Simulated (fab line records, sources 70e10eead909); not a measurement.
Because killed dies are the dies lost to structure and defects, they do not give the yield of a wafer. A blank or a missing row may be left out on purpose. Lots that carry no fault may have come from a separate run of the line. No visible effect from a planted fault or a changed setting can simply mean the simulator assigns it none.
fab line records + flow nandHarc
record:
- lots: 14
- wafers: 42
- lastDay: 24
route steps=1159 shown P_GATE@209 P_CONTACT@244 P_M0@270
lots with no fault: from the same line, run without faults
startH: hours from the record's opening day to when the first of the lot's shown wafers began + waitH: hours elapsed since this lot's preceding step + " unchanged from the row above + L1.1+2: a row that stands for several wafers + - either no value or no given start + * or withheld: withheld + < > ~ a bound
route shown NAME@n: names a module that has steps shown in the file, with the first one's number in the route + usual: mean and standard deviation over wafers with no fault + same: alike in all rows + chamber/n: place in a boat + sites: each site's reading + _std_site: how widely they spread, as a standard deviation + _edge_site: the outer-site mean with the inner-site mean subtracted + radiusMm: how far each site lies from the wafer's centre + mask NAME#n: copy n + behind: tool/chamber where the wafer was last shaped + hold: why the lot went on hold/how many hours it stayed there/how the hold came to an end + device: the transistor (n, p or np) that didn't switch + end of line: tests of these same wafers at the route's end + a step given without rows: its recipe and nothing more + killed: count of dies lost to structure and defects at first sort (not the wafer's yield) + map: per-die view of a wafer (x killed, . not killed, _ where there is no die)
set.NAME: the setting the step ran with; set.NAME@STEP: the setting that earlier step ran with + model.NAME: the simulator's own value behind a step, which no gauge read
steps of the route over a sample of lots; a table a step, a row a wafer
services: a tool's chamber out of use, with start hour (startH, from the record's first day; less than 0 if before it), hours out, and reason
== steps ==
step: NHARC_P_GATE_DEGAS_109
recipe:
- tempC: 300
- timeS: 60
usual:
- heaterPowerW: 432/35
| lot.wafer | tool          | chamber | startH | waitH | heaterPowerW |
|-----------|---------------|---------|--------|-------|--------------|
| L779.2    | pvdSputter-02 | -       | 113.56 | 0.1   | 469          |
| L779.5    | "             | -       | "      | "     | 425          |
| L779.6    | "             | -       | "      | "     | 484          |
| L778.1    | pvdSputter-03 | -       | 114.58 | 0.1   | 350          |
| L778.3    | "             | -       | "      | "     | 463          |
| L778.6    | "             | -       | "      | "     | 442          |
| L777.1    | pvdSputter-03 | -       | 115.25 | 0.1   | 452          |
| L777.3    | "             | -       | "      | "     | 356          |
| L777.4    | "             | -       | "      | "     | 428          |
| L780.2    | pvdSputter-02 | -       | 125.54 | 0.1   | 480          |
| L780.3    | "             | -       | "      | "     | 436          |
| L780.4    | "             | -       | "      | "     | 497          |
| L781.3    | pvdSputter-03 | -       | 126.11 | 0.1   | 364          |
| L781.4    | "             | -       | "      | "     | 475          |
| L781.6    | "             | -       | "      | "     | 438          |
| L782.3    | pvdSputter-03 | -       | 133.29 | 0.1   | 461          |
| L782.4    | "             | -       | "      | "     | 352          |
| L782.5    | "             | -       | "      | "     | 355          |
| L788.3    | pvdSputter-02 | -       | 188.13 | 0.1   | 413          |
| L788.6    | "             | -       | "      | "     | 427          |
| L788.5    | "             | -       | "      | "     | 492          |
| L792.1    | pvdSputter-01 | -       | 204.22 | 0.1   | 452          |
| L792.4    | "             | -       | "      | "     | 385          |
| L792.5    | "             | -       | "      | "     | 451          |
| L793.4    | pvdSputter-01 | -       | 207.14 | 0.1   | 402          |
| L793.1    | "             | -       | "      | "     | 455          |
| L793.5    | "             | -       | "      | "     | 411          |
| L795.3    | pvdSputter-01 | -       | 216.82 | 0.1   | 422          |
| L795.1    | "             | -       | "      | "     | 406          |
| L795.6    | "             | -       | "      | "     | 425          |
| L797.4    | pvdSputter-01 | -       | 224.67 | 0.1   | 427          |
| L797.1    | "             | -       | "      | "     | 390          |
| L797.2    | "             | -       | "      | "     | 458          |
| L798.1    | pvdSputter-02 | -       | 232.22 | 0.1   | 437          |
| L798.4    | "             | -       | "      | "     | 485          |
| L798.5    | "             | -       | "      | "     | 451          |
| L799.1    | pvdSputter-01 | -       | 238.64 | 0.1   | 429          |
| L799.2    | "             | -       | "      | "     | 420          |
| L799.6    | "             | -       | "      | "     | 443          |
| L800.2    | pvdSputter-02 | -       | 240.81 | 0.1   | 474          |
| L800.3    | "             | -       | "      | "     | 382          |
| L800.6    | "             | -       | "      | "     | 443          |
step: NHARC_P_CONTACT_DEGAS_38
recipe:
- tempC: 300
- timeS: 60
usual:
- heaterPowerW: 432/36
| lot.wafer | tool          | chamber | startH | waitH | heaterPowerW |
|-----------|---------------|---------|--------|-------|--------------|
| L779.2    | pvdSputter-02 | -       | 117.90 | -     | 483          |
| L779.6    | "             | -       | "      | "     | 440          |
| L779.5    | "             | -       | "      | "     | 489          |
| L778.3    | pvdSputter-01 | -       | 118.86 | -     | 434          |
| L778.1    | "             | -       | "      | "     | 393          |
| L778.6    | "             | -       | "      | "     | 431          |
| L777.1    | pvdSputter-01 | -       | 119.76 | -     | 394          |
| L777.3    | "             | -       | "      | "     | 423          |
| L777.4    | "             | -       | "      | "     | 393          |
| L780.4    | pvdSputter-03 | -       | 129.94 | -     | 475          |
| L780.3    | "             | -       | "      | "     | 450          |
| L780.2    | "             | -       | "      | "     | 443          |
| L781.3    | pvdSputter-02 | -       | 130.54 | -     | 476          |
| L781.4    | "             | -       | "      | "     | 428          |
| L781.6    | "             | -       | "      | "     | 487          |
| L782.3    | pvdSputter-02 | -       | 137.71 | -     | 407          |
| L782.4    | "             | -       | "      | "     | 425          |
| L782.5    | "             | -       | "      | "     | 421          |
| L788.3    | pvdSputter-01 | -       | 192.58 | -     | 428          |
| L788.6    | "             | -       | "      | "     | 384          |
| L788.5    | "             | -       | "      | "     | 418          |
| L792.1    | pvdSputter-02 | -       | 208.92 | -     | 477          |
| L792.4    | "             | -       | "      | "     | 435          |
| L792.5    | "             | -       | "      | "     | 488          |
| L793.1    | pvdSputter-02 | -       | 211.57 | -     | 407          |
| L793.4    | "             | -       | "      | "     | 489          |
| L793.5    | "             | -       | "      | "     | 487          |
| L795.3    | pvdSputter-03 | -       | 221.06 | -     | 462          |
| L795.1    | "             | -       | "      | "     | 466          |
| L795.6    | "             | -       | "      | "     | 450          |
| L797.1    | pvdSputter-01 | -       | 228.90 | -     | 417          |
| L797.4    | "             | -       | "      | "     | 406          |
| L797.2    | "             | -       | "      | "     | 445          |
| L798.4    | pvdSputter-01 | -       | 236.49 | -     | 426          |
| L798.1    | "             | -       | "      | "     | 427          |
| L798.5    | "             | -       | "      | "     | 415          |
| L799.2    | pvdSputter-03 | -       | 242.98 | -     | 451          |
| L799.1    | "             | -       | "      | "     | 355          |
| L799.6    | "             | -       | "      | "     | 463          |
| L800.3    | pvdSputter-02 | -       | 245.12 | -     | 477          |
| L800.2    | "             | -       | "      | "     | 446          |
| L800.6    | "             | -       | "      | "     | 381          |
step: NHARC_P_CONTACT_CVD_23
recipe:
- targetThkA: 2000
- tempC: 300
- pressureTorr: 40
- wf6FlowSccm: 40
- h2FlowSccm: 1600
- arFlowSccm: 1560
- timeS: 557
- material: W
usual:
- heaterPowerOuterW: 270/23
- heaterPowerW: 471/41
- throttleValvePct: 7.9/0.38
| lot.wafer | tool    | chamber | startH | waitH | heaterPowerOuterW | heaterPowerW | throttleValvePct |
|-----------|---------|---------|--------|-------|-------------------|--------------|------------------|
| L779.2    | cvdW-02 | 0       | -      | -     | 292               | 526          | 7.8              |
| L779.5    | "       | 0       | "      | "     | 293               | 533          | 7.8              |
| L779.6    | "       | 1       | "      | "     | 293               | 493          | 8.0              |
| L778.1    | cvdW-01 | 1       | -      | -     | 240               | 414          | 8.7              |
| L778.3    | "       | 0       | "      | "     | 272               | 484          | 7.3              |
| L778.6    | "       | 1       | "      | "     | 236               | 413          | 8.3              |
| L777.1    | cvdW-01 | 0       | -      | -     | 270               | 492          | 7.5              |
| L777.3    | "       | 0       | "      | "     | 272               | 463          | 7.5              |
| L777.4    | "       | 1       | "      | "     | 239               | 421          | 8.1              |
| L780.2    | cvdW-01 | 1       | -      | -     | 239               | 398          | 8.4              |
| L780.4    | "       | 1       | "      | "     | 240               | 411          | 8.4              |
| L780.3    | "       | 0       | "      | "     | 274               | 470          | 7.5              |
| L781.4    | cvdW-01 | 0       | -      | -     | 272               | 471          | 7.3              |
| L781.3    | "       | 1       | "      | "     | 233               | 414          | 8.3              |
| L781.6    | "       | 0       | "      | "     | 277               | 467          | 7.4              |
| L782.4    | cvdW-02 | 1       | -      | -     | 291               | 508          | 8.0              |
| L782.3    | "       | 0       | "      | "     | 285               | 529          | 8.0              |
| L782.5    | "       | 1       | "      | "     | 286               | 502          | 7.7              |
| L788.3    | cvdW-01 | 0       | -      | -     | 280               | 478          | 7.4              |
| L788.6    | "       | 1       | "      | "     | 235               | 425          | 8.2              |
| L788.5    | "       | 0       | "      | "     | 278               | 487          | 7.6              |
| L792.1    | cvdW-01 | 0       | -      | -     | 269               | 486          | 7.7              |
| L792.4    | "       | 0       | "      | "     | 279               | 470          | 7.6              |
| L792.5    | "       | 1       | "      | "     | 241               | 417          | 8.4              |
| L793.1    | cvdW-01 | 0       | -      | -     | 278               | 471          | 7.4              |
| L793.4    | "       | 0       | "      | "     | 274               | 485          | 7.8              |
| L793.5    | "       | 1       | "      | "     | 243               | 406          | 8.8              |
| L795.1    | cvdW-01 | 0       | -      | -     | 268               | 481          | 7.3              |
| L795.3    | "       | 1       | "      | "     | 242               | 420          | 8.4              |
| L795.6    | "       | 0       | "      | "     | 269               | 479          | 7.7              |
| L797.2    | cvdW-01 | 0       | -      | -     | 273               | 478          | 7.5              |
| L797.1    | "       | 1       | "      | "     | 243               | 406          | 8.2              |
| L797.4    | "       | 1       | "      | "     | 245               | 418          | 8.5              |
| L798.1    | cvdW-02 | 1       | -      | -     | 289               | 498          | 7.9              |
| L798.4    | "       | 0       | "      | "     | 290               | 534          | 7.5              |
| L798.5    | "       | 1       | "      | "     | 294               | 495          | 7.7              |
| L799.2    | cvdW-02 | 0       | -      | -     | 296               | 512          | 7.8              |
| L799.1    | "       | 1       | "      | "     | 286               | 489          | 7.7              |
| L799.6    | "       | 0       | "      | "     | 285               | 519          | 7.8              |
| L800.2    | cvdW-02 | 1       | -      | -     | 294               | 495          | 7.7              |
| L800.3    | "       | 0       | "      | "     | 301               | 517          | 7.7              |
| L800.6    | "       | 1       | "      | "     | 294               | 500          | 7.6              |
step: NHARC_P_M0_STRIP_18
recipe:
- powerW: 1000
- n2FlowSccm: 150
- h2FlowSccm: 150
- arFlowSccm: 0
- biasW: 0
- chemistry: N2/H2
usual:
- biasW: 0/0
- chamberPressureMTorr: 30.000/0.027
- drypumpMotorCurrentA: 5.7/0.53
- oesProductAu: 1.000/0.012
- rfVppV: 90.8/0.88
- showerheadPlenumPTorr: 2.06/0.083
- throttleValvePct: 14.171/0.0092
| lot.wafer | tool       | chamber | startH | waitH | biasW | chamberPressureMTorr | drypumpMotorCurrentA | oesProductAu | rfHoursCounterH | rfVppV | showerheadPlenumPTorr | throttleValvePct |
|-----------|------------|---------|--------|-------|-------|----------------------|----------------------|--------------|-----------------|--------|-----------------------|------------------|
| L779.2    | rieDiel-01 | 2       | 126.85 | 0.1   | 0     | 29.996               | 5.6                  | 1.009        | 11              | 90.1   | 1.90                  | 14.161           |
| L779.6    | "          | 2       | "      | "     | 0     | 30.000               | 5.6                  | 1.000        | -               | 90.8   | 1.90                  | 14.166           |
| L779.5    | "          | 3       | "      | "     | 0     | 30.017               | 6.3                  | 1.022        | -               | 91.8   | 2.17                  | 14.176           |
| L778.3    | rieDiel-13 | 3       | 127.55 | 0.1   | 0     | 29.995               | 4.6                  | 0.985        | 1               | 91.0   | 2.09                  | 14.174           |
| L778.1    | "          | 1       | "      | "     | 0     | 30.013               | 5.7                  | 0.994        | 2               | 90.3   | 2.14                  | 14.178           |
| L778.6    | "          | 0       | "      | "     | 0     | 30.011               | 5.7                  | 0.971        | -               | 91.0   | 2.02                  | 14.161           |
| L777.3    | rieDiel-13 | 2       | 128.11 | 0.1   | 0     | 30.022               | 5.8                  | 1.002        | 1               | 91.2   | 2.02                  | 14.173           |
| L777.4    | "          | 3       | "      | "     | 0     | 29.987               | 4.6                  | 0.996        | 1               | 90.4   | 2.09                  | 14.165           |
| L777.1    | "          | 0       | "      | "     | 0     | 30.013               | 5.8                  | 0.986        | 1               | 90.8   | 2.02                  | 14.182           |
| L780.3    | rieDiel-01 | 0       | 137.29 | 0.1   | 0     | 29.975               | 6.2                  | 1.000        | 13              | 90.5   | 1.96                  | 14.178           |
| L780.4    | "          | 2       | "      | "     | 0     | 30.015               | 5.6                  | 0.991        | 13              | 91.2   | 1.90                  | 14.160           |
| L780.2    | "          | 3       | "      | "     | 0     | 29.947               | 6.3                  | 1.029        | 10              | 91.1   | 2.17                  | 14.187           |
| L781.3    | rieDiel-06 | 2       | 137.88 | 0.1   | 0     | 29.955               | 5.6                  | 1.006        | 5               | 90.7   | 1.97                  | 14.163           |
| L781.4    | "          | 0       | "      | "     | 0     | 30.036               | 6.3                  | 0.999        | 5               | 90.4   | 2.17                  | 14.168           |
| L781.6    | "          | 2       | "      | "     | 0     | 29.990               | 5.6                  | 0.999        | -               | 88.8   | 1.97                  | 14.170           |
| L782.4    | rieDiel-06 | 1       | 145.07 | 0.1   | 0     | 29.995               | 6.5                  | 1.008        | 5               | 90.8   | 2.00                  | 14.166           |
| L782.3    | "          | 2       | "      | "     | 0     | 29.994               | 5.6                  | 0.985        | 5               | 90.5   | 1.97                  | 14.174           |
| L782.5    | "          | 2       | "      | "     | 0     | 30.006               | 5.6                  | 0.991        | -               | 91.2   | 1.97                  | 14.162           |
| L788.3    | rieDiel-13 | 2       | 195.63 | 0.1   | -     | -                    | -                    | -            | -               | -      | -                     | -                |
| L788.5    | "          | 1       | "      | "     | -     | -                    | -                    | -            | -               | -      | -                     | -                |
| L788.6    | "          | 2       | "      | "     | -     | -                    | -                    | -            | -               | -      | -                     | -                |
| L792.4    | rieDiel-13 | 3       | 214.15 | 0.1   | -     | -                    | -                    | -            | -               | -      | -                     | -                |
| L792.1    | "          | 0       | "      | "     | -     | -                    | -                    | -            | -               | -      | -                     | -                |
| L792.5    | "          | 3       | "      | "     | -     | -                    | -                    | -            | -               | -      | -                     | -                |
| L793.4    | rieDiel-13 | 2       | 217.52 | 0.1   | 0     | 30.056               | 5.9                  | 1.009        | 9               | 89.9   | 2.02                  | 14.167           |
| L793.1    | "          | 3       | "      | "     | 0     | 30.003               | 4.6                  | 1.006        | 7               | 90.2   | 2.09                  | 14.172           |
| L793.5    | "          | 1       | "      | "     | 0     | 30.013               | 5.7                  | 1.004        | -               | 91.3   | 2.14                  | 14.172           |
| L795.3    | rieDiel-13 | 3       | 228.22 | 0.1   | 0     | 30.055               | 4.6                  | 0.999        | 7               | 90.8   | 2.09                  | 14.157           |
| L795.1    | "          | 0       | "      | "     | 0     | 29.984               | 5.8                  | 0.988        | 9               | 92.4   | 2.01                  | 14.181           |
| L795.6    | "          | 1       | "      | "     | 0     | 29.992               | 5.7                  | 1.000        | -               | 90.5   | 2.14                  | 14.165           |
| L797.2    | rieDiel-13 | 2       | 232.09 | 0.1   | 0     | 30.037               | 5.8                  | 1.000        | 10              | 90.1   | 2.02                  | 14.169           |
| L797.4    | "          | 3       | "      | "     | 0     | 30.027               | 4.7                  | 1.002        | 8               | 91.3   | 2.09                  | 14.167           |
| L797.1    | "          | 1       | "      | "     | 0     | 29.992               | 5.7                  | 1.003        | 10              | 89.9   | 2.14                  | 14.167           |
| L798.4    | rieDiel-01 | 2       | 239.44 | 0.1   | 0     | 30.018               | 5.6                  | 0.998        | 6               | 90.5   | 1.90                  | 14.166           |
| L798.1    | "          | 1       | "      | "     | 0     | 30.012               | 4.8                  | 1.008        | 7               | 90.3   | 2.15                  | 14.169           |
| L798.5    | "          | 3       | "      | "     | 0     | 29.977               | 6.3                  | 0.996        | -               | 91.0   | 2.17                  | 14.191           |
| L799.1    | rieDiel-01 | 0       | 245.96 | 0.1   | 0     | 29.967               | 6.2                  | 1.019        | 7               | 89.6   | 1.96                  | 14.170           |
| L799.2    | "          | 2       | "      | "     | 0     | 29.951               | 5.5                  | 0.997        | 7               | 89.9   | 1.90                  | 14.178           |
| L799.6    | "          | 0       | "      | "     | 0     | 29.957               | 6.2                  | 1.013        | -               | 89.7   | 1.96                  | 14.175           |
| L800.3    | rieDiel-13 | 3       | 248.07 | 0.1   | 0     | 30.003               | 4.6                  | 1.018        | 9               | 91.8   | 2.09                  | 14.183           |
| L800.2    | "          | 0       | "      | "     | 0     | 30.023               | 5.8                  | 0.981        | 10              | 89.4   | 2.01                  | 14.172           |
| L800.6    | "          | 3       | "      | "     | 0     | 29.997               | 4.6                  | 1.009        | -               | 89.6   | 2.09                  | 14.158           |
== services ==
| tool          | chamber | startH | hours | kind      |
|---------------|---------|--------|-------|-----------|
| rieDiel-13    | 2       | 94.41  | 8.3   | repair    |
| rieDiel-13    | 3       | 97.22  | 4.7   | repair    |
| rieDiel-13    | -       | 99.23  | 9.0   | pm        |
| rieDiel-13    | 0       | 99.23  | 9.0   | ventCycle |
| pvdSputter-03 | -       | 102.00 | 10.0  | pm        |
| rieDiel-01    | 3       | 110.92 | 4.1   | repair    |
| cvdW-01       | -       | 112.01 | 13.0  | pm        |
| cvdW-01       | 0       | 112.01 | 13.0  | ventCycle |
| cvdW-01       | 1       | 112.01 | 13.0  | ventCycle |
| pvdSputter-01 | -       | 121.60 | 3.0   | repair    |
| cvdW-01       | 0       | 125.01 | -     | clean     |
| cvdW-01       | 1       | 125.01 | -     | clean     |
| rieDiel-01    | 1       | 127.68 | 7.2   | repair    |
| rieDiel-01    | -       | 137.80 | 9.0   | pm        |
| rieDiel-13    | 2       | 144.91 | 2.9   | repair    |
| pvdSputter-01 | -       | 149.57 | 1.4   | repair    |
| pvdSputter-02 | -       | 152.70 | 2.4   | repair    |
| pvdSputter-01 | -       | 158.00 | 10.0  | pm        |
| cvdW-01       | 1       | 163.66 | 6.1   | repair    |
| pvdSputter-03 | -       | 171.17 | 48.7  | repair    |
| pvdSputter-01 | -       | 173.37 | 2.2   | repair    |
| cvdW-02       | -       | 195.00 | 13.0  | pm        |
| pvdSputter-02 | -       | 214.00 | 10.0  | pm        |
| rieDiel-06    | -       | 241.20 | 9.0   | pm        |
== key ==
firstSign:
- step: NHARC_P_M0_STRIP_18
- reading: toolRecord
- direction: missing
effect none on later readings
metAt NHARC_P_M0_STRIP_18
struckLots L788,L792
laterRowsLeftOut L788.3,L788.5,L788.6,L792.1,L792.4,L792.5
sortLeftOut L788.3,L788.5,L788.6,L792.1,L792.4,L792.5
notActingAt NHARC_P_GATE_DEGAS_109,NHARC_P_CONTACT_DEGAS_38,NHARC_P_CONTACT_CVD_23
onsetBetween 128.11 195.63
fault:
- kind: skippedStepWhole
- tool: rieDiel-13
- chamber: -
- onsetH: 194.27
- steps: NHARC_P_M0_STRIP_18
- scope: struckLotsOnly
sortLeftOut: the simulated sort isn't trusted on such a fault, so these wafers' sort isn't shown, and their yield isn't known
laterRowsLeftOut: the simulator's readings of these wafers behind a module that went badly wrong aren't trusted and aren't shown, but for the sort
